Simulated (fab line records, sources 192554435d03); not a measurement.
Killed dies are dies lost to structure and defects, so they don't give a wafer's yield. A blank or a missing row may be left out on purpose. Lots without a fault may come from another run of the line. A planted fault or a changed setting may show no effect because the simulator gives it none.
Chamber matching | flow n5_finfet | N5_BEOL_M10_ETCH_61 on rie_diel-01: 4 sister chambers
The step etches SiARC in CF4, target depth 39 nm, time 65 s. 16 wafers are shown with their chamber, then 8 later ones without.

WAFERS WITH THEIR CHAMBER
wafer  | chamber | etch_rf_on_time_s (s) | throttle_valve_pct (%) | showerhead_plenum_p_Torr (Torr)
L075.2 | 0       | 63.2                  | 15.95                  | 2.04
L075.3 | 3       | 65.8                  | 15.57                  | 2.08
L075.4 | 1       | 65.6                  | 15.87                  | 2.12
L077.2 | 0       | 62.9                  | 15.95                  | 2.04
L077.4 | 2       | 65.0                  | 15.42                  | 2.10
L077.5 | 0       | 63.3                  | 15.96                  | 2.04
L082.1 | 2       | 65.9                  | 15.45                  | 2.10
L082.4 | 2       | 65.6                  | 15.43                  | 2.09
L082.6 | 1       | 66.5                  | 15.88                  | 2.12
L085.2 | 3       | 65.0                  | 15.62                  | 2.07
L085.5 | 3       | 65.3                  | 15.62                  | 2.07
L085.6 | 0       | 61.7                  | 15.48                  | 2.29
L090.3 | 1       | 63.9                  | 15.44                  | 2.11
L090.5 | 3       | 66.0                  | 15.64                  | 2.07
L090.6 | 0       | 62.2                  | 15.50                  | 2.29
L093.2 | 0       | 62.2                  | 15.50                  | 2.29

SIGNATURES (means of the wafers above)
reading                  | chamber 0 | chamber 1 | chamber 2 | chamber 3 | scatter within a chamber
etch_rf_on_time_s        | 62.583    | 65.333    | 65.500    | 65.525    | 0.742
throttle_valve_pct       | 15.7233   | 15.7300   | 15.4333   | 15.6125   | 0.193
showerhead_plenum_p_Torr | 2.1650    | 2.1167    | 2.0967    | 2.0725    | 0.0885
Rule: a wafer's distance from a chamber is the root of the sum, over the readings, of the square of ((its reading less the chamber's mean) divided by the reading's scatter). The wafer belongs to the nearest chamber; if the next one is less than 2 further off, it can't be placed. The scatter: the root of (the sum of the squares of (reading less its chamber's mean) over the shown wafers, divided by (wafers less chambers)).

WAFERS WITHOUT THEIR CHAMBER
wafer  | etch_rf_on_time_s (s) | throttle_valve_pct (%) | showerhead_plenum_p_Torr (Torr)
L093.4 | 63.8                  | 15.43                  | 2.11
L093.6 | 63.7                  | 15.49                  | 2.09
L091.1 | 64.2                  | 15.50                  | 2.09
L091.4 | 62.2                  | 15.51                  | 2.28
L091.5 | 63.8                  | 15.48                  | 2.09
L095.1 | 65.7                  | 15.68                  | 2.06
L095.5 | 65.7                  | 15.70                  | 2.06
L095.6 | 63.9                  | 15.51                  | 2.08

WHICH CHAMBER EACH WENT THROUGH
wafer  | from the rows above               | in truth
L093.4 | can't be placed: 2 or 0 or 3 or 1 | 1
L093.6 | can't be placed: 0 or 2 or 1 or 3 | 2
L091.1 | can't be placed: 2 or 3 or 1 or 0 | 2
L091.4 | 0                                 | 0
L091.5 | can't be placed: 0 or 2 or 3 or 1 | 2
L095.1 | can't be placed: 3 or 1 or 2      | 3
L095.5 | can't be placed: 3 or 1 or 2      | 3
L095.6 | can't be placed: 2 or 3 or 1 or 0 | 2
Placed correctly: 1 of 8. Can't be placed from these rows: 7 (the true chamber is among the candidates in 7). Placed wrongly: 0.
